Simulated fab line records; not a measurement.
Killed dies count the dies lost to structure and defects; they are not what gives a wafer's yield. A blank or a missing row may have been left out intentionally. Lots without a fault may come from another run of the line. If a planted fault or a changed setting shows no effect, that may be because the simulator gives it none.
Which tool is to blame? | flow n5-finfet | Sampling: 11 lots, 29 wafers, 4 of 1938 route steps

== WHAT THE GAUGES SHOWED, per wafer ==
N5_MIM_TOP_LITHO_OVL_MEAS_11.
lot  | measured     | on         | MIM_TOP_OVL (nm)
L845 | day 12 10:49 | overlay-02 | -2 -1 7
L847 | day 12 22:38 | overlay-02 | 2 -2
L849 | day 13 03:32 | overlay-01 | 6 12 14
L848 | day 13 05:26 | overlay-01 | 0 2
L851 | day 13 19:31 | overlay-01 | 12 8 11
L854 | day 14 18:06 | overlay-01 | -4 -2 2
L856 | day 14 20:31 | overlay-01 | 3 6 2
L858 | day 15 05:11 | overlay-01 | 637 634
L860 | day 15 14:44 | overlay-01 | 625 617 627
L861 | day 16 15:20 | overlay-01 | 2 5
L862 | day 16 17:54 | overlay-02 | -7 0 -7

== WHICH TOOL RAN EACH LOT (tool, then ch and the chambers of the sampled wafers, then the start) ==
lot  | N5_BEOL_M15_STRIP_37                          | N5_BEOL_M15_SPUTTER_44       | N5_MIM_TOP_LITHO_EXPOSE_05
L845 | rie-diel-03 ch 1,2, day 12 07:07 or earlier   | pvd-sputter-01, day 12 07:07 | krf-scanner-02 ch 0, day 12 10:38
L847 | rie-diel-03 ch 0,2, day 12 16:22 or earlier   | pvd-sputter-03, day 12 16:22 | krf-scanner-01 ch 0, day 12 22:26
L849 | rie-diel-01 ch 0,1,2, day 12 22:37 or earlier | pvd-sputter-01, day 12 22:37 | krf-scanner-02 ch 0, day 13 03:21
L848 | rie-diel-01 ch 0,2, day 13 00:20 or earlier   | pvd-sputter-01, day 13 00:20 | krf-scanner-01 ch 0, day 13 05:14
L851 | rie-diel-03 ch 1,2,3, day 13 14:58 or earlier | pvd-sputter-02, day 13 14:58 | krf-scanner-02 ch 0, day 13 19:19
L854 | rie-diel-05 ch 0,1,3, day 14 13:34 or earlier | pvd-sputter-03, day 14 13:34 | krf-scanner-01 ch 0, day 14 17:53
L856 | rie-diel-05 ch 1,2,3, day 14 16:13 or earlier | pvd-sputter-01, day 14 16:13 | krf-scanner-02 ch 0, day 14 20:19
L858 | rie-diel-05 ch 0,3, day 15 00:12 or earlier   | pvd-sputter-01, day 15 00:12 | krf-scanner-02 ch 0, day 15 05:00
L860 | rie-diel-01 ch 0,1,2, day 15 10:08 or earlier | pvd-sputter-01, day 15 10:08 | krf-scanner-02 ch 0, day 15 14:32
L861 | rie-diel-01 ch 0,2, day 16 11:40 or earlier   | pvd-sputter-03, day 16 11:40 | krf-scanner-01 ch 0, day 16 15:08
L862 | rie-diel-01 ch 0,2,3, day 16 12:31 or earlier | pvd-sputter-02, day 16 12:31 | krf-scanner-01 ch 0, day 16 17:42
- N5_BEOL_M15_STRIP_37: strips in O2.
- N5_BEOL_M15_SPUTTER_44: material Ta, target thk 15 nm, time 24.19 s.
- N5_MIM_TOP_LITHO_EXPOSE_05: exposes mask MIM TOP, target cd 2000 nm.

== THE ANSWER, worked out from the rows above alone ==
Rule: the lots themselves supply what counts as usual. The widest of any qualifying gaps counts: lots, ordered by their means at a reading, are off when they make up no more than a third of the lots, leave a main group of 4 or more, and stand apart from it by 3 or more times the standard deviation of that group's means. Not used: any main group whose means are identical at the precision the tables above print for the reading. A lot without any number at a reading at which 4 lots or more have one is off too. All remaining lots with rows at the step are treated as sound.
Off: L858, L860, at N5_MIM_TOP_LITHO_OVL_MEAS_11 (MIM_TOP_OVL). For the main group the mean is 3 nm and the standard deviation 4.8.
If a tool, at a process step before that reading, ran all the lots that are off and no sound lot after the first of them, it fits. Those tools and the gauges at N5_MIM_TOP_LITHO_OVL_MEAS_11 are tried in the same way. Because N5_BEOL_M15_STRIP_37 lacks a start for some lots, the hours and order of its lots are taken from N5_BEOL_M15_SPUTTER_44. This does not decide it: 2 tools fit, namely pvd-sputter-01 at N5_BEOL_M15_SPUTTER_44 and krf-scanner-02 at N5_MIM_TOP_LITHO_EXPOSE_05.

== WHAT THE SIMULATOR HAD PUT IN ==
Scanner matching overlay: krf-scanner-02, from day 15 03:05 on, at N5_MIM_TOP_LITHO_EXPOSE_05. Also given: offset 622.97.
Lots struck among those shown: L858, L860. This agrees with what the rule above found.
